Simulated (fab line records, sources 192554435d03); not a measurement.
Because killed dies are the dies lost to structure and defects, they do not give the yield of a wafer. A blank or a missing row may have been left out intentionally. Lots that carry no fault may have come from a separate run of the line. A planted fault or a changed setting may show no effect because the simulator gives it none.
Split-lot trial ; flow n5_finfet ; on a route of 1938 steps: 7 lots, 21 wafers read

== THE SPLIT ==
At N5_BEOL_M9_DESCUM_16 (chemistry O2, time 7.9 s), the setting time_s was moved away from the recipe's 7.9 s on 7 of the 21 wafers read, by -16.9% to +19.8%. All remaining wafers had this setting at the recipe value.

The reading is taken at the split's own step.

== THE READING ==
CAR-ArF_of_BEOL_M9_COAT_05.thk_nm (the simulator's own value, which no gauge read), in nm, at N5_BEOL_M9_DESCUM_16 (chemistry O2, time 7.9 s). The file gives no usual value for it. Across the 14 wafers here that went through the recipe, the average is 83.5 nm and the standard deviation 0.16 nm.

wafer;tool, chamber at the split;time_s as run, s;against the recipe;CAR-ArF_of_BEOL_M9_COAT_05.thk_nm, nm;against lot-mates on the recipe
L079.1;rie_diel-06, 2;7.9;recipe;83.6;-
L079.4;rie_diel-06, 1;7.9;recipe;83.2;-
L079.6;rie_diel-06, 3;6.745;-14.6%;84;+0.6
L080.1;rie_diel-03, 2,0;7.9;recipe;83.4;-
L080.6;rie_diel-03, 2,0;7.9;recipe;83.4;-
L080.5;rie_diel-03, 1;7.9;recipe;83.6;-
L082.1;rie_diel-02, 0,1;7.9;recipe;83.6;-
L082.2;rie_diel-02, 0,1;7.9;recipe;83.6;-
L082.6;rie_diel-02, 0;7.319;-7.4%;84;+0.4
L084.2;rie_diel-02, 2;7.9;recipe;83.8;-
L084.3;rie_diel-02, 3,0;7.9;recipe;83.4;-
L084.4;rie_diel-02, 3,0;7.9;recipe;83.4;-
L089.3;rie_diel-06, 3;7.9;recipe;83.2;-
L089.4;rie_diel-06, 1;9.463;+19.8%;82.6;-0.6
L089.5;rie_diel-06, 0;9.463;+19.8%;82.2;-1.0
L087.1;rie_diel-02, 0;7.9;recipe;83.4;-
L087.4;rie_diel-02, 3;6.562;-16.9%;84.2;+0.8
L087.6;rie_diel-02, 3;6.562;-16.9%;84.2;+0.8
L095.1;rie_diel-02, 3;7.9;recipe;83.6;-
L095.3;rie_diel-02, 1;7.9;recipe;83.4;-
L095.6;rie_diel-02, 1;8.363;+5.9%;83.2;-0.3
If several chambers appear in one row, that row covers several wafers at once and the file leaves open which wafer was in which chamber.

THE FIT
A straight line over all 21 wafers: CAR-ArF_of_BEOL_M9_COAT_05.thk_nm changes by -0.0485 nm for each +1% of time_s; r = -0.94; the points scatter about the line by 0.17 nm.
The same after taking each lot's own level away (the mean of its wafers on the recipe; 21 wafers): -0.0435 nm for each +1%; r = -0.95; scatter 0.13 nm.
That fit puts the effect of the largest move of time_s on the reading at 0.86 nm.
The lots' own levels span 83.20 to 83.60 nm, that is 2.5 times the standard deviation above.
Thus the slope moves with the lot-to-lot level: the two fits are different.
Check: with one of the wafers moved furthest among these (+19.8%) left out of the fit, the line predicts -0.953 nm for it against its lot-mates. Against them it came out at -0.6 nm.

== OTHER SPLITS ON THESE WAFERS ==
Other splits were also applied to these wafers ahead of the reading. Each is held against what the fit with the lots' levels taken away leaves over:
other split on the same wafers;wafers away from the commonest value;r with CAR-ArF_of_BEOL_M9_COAT_05.thk_nm (lot level and that fit taken away)
N5_BEOL_M5_TRENCH_ETCH_37 source_w;7;+0.08
N5_BEOL_M6_COAT_05 spin_rpm;7;+0.13
N5_BEOL_M7_ETCH_61 source_w;5;+0.07
N5_BEOL_M7_COAT_71 spin_rpm;6;-0.22
N5_BEOL_M8_ETCH_62 bias_w;8;-0.11
N5_BEOL_M9_HM_DEP_02 target_thk_a;4;+0.32

== FILE'S OWN FIT ==
CAR-ArF_of_BEOL_M9_COAT_05.thk_nm changes by -0.0437 nm for each +1% of time_s, r = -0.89.
